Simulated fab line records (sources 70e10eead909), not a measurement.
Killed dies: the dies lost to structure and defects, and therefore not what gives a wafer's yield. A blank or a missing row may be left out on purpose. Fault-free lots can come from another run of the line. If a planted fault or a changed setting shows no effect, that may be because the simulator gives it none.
Chamber matching	flow nand-harc	NHARC_P_CONTACT_DEP_30 on pecvd-01 has 3 sister chambers
The step deposits SiNx, target thk 30 nm. 18 wafers are shown with their chamber, then 9 later ones without.

## WAFERS, EACH WITH ITS CHAMBER
wafer	chamber	rf-fwd-power-W (W)	heater-power-w (W)
L074.1	0	449.6	700
L074.2	2	447.6	726
L074.5	0	446.8	697
L075.1	2	449.2	768
L075.2	1	451.2	761
L075.4	2	449.3	772
L076.1	0	448.8	739
L076.5	2	447.5	748
L076.6	0	450.1	734
L080.1	1	448.6	703
L080.5	1	448.8	709
L080.6	0	447.9	730
L083.2	0	449.2	760
L083.3	1	452.0	655
L083.5	0	448.5	760
L084.1	1	450.3	722
L084.4	2	449.6	695
L084.6	1	452.2	721

SIGNATURES, as means of the wafers listed above
reading	chamber 0	chamber 1	chamber 2	scatter within a chamber
rf-fwd-power-W	448.700	450.517	448.640	1.25
heater-power-w	731.43	711.83	741.80	30.4
Rule: a wafer lies at a distance from a chamber equal to the root of the sum of squares, over the readings, of (its reading less the chamber's mean, divided by the reading's scatter). If the next closest chamber is less than 2 further off than the closest, the wafer can't be placed; otherwise it belongs to the closest. The scatter is the square root of a quotient: the sum, over the shown wafers, of each reading's squared deviation from its chamber's mean, divided by wafers minus chambers.

## WAFERS WHOSE CHAMBER IS MISSING
wafer	rf-fwd-power-W (W)	heater-power-w (W)
L085.2	450.5	739
L085.3	447.6	704
L085.6	448.5	722
L089.1	447.2	712
L089.3	448.4	800
L089.6	449.3	721
L091.1	450.4	704
L091.3	448.8	707
L091.4	448.1	688

## EACH ONE'S CHAMBER
wafer	from the rows above	in truth
L085.2	can't be placed: 1 or 0 or 2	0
L085.3	can't be placed: 0 or 2 or 1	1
L085.6	can't be placed: 0 or 2 or 1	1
L089.1	can't be placed: 0 or 2 or 1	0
L089.3	can't be placed: 2 or 0 or 1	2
L089.6	can't be placed: 0 or 2 or 1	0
L091.1	can't be placed: 1 or 0 or 2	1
L091.3	can't be placed: 0 or 2 or 1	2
L091.4	can't be placed: 0 or 2 or 1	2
Correctly placed: 0 of 9. From these rows, 9 cannot be placed; in 9 the true chamber is one of the candidates. 0 placed wrongly.
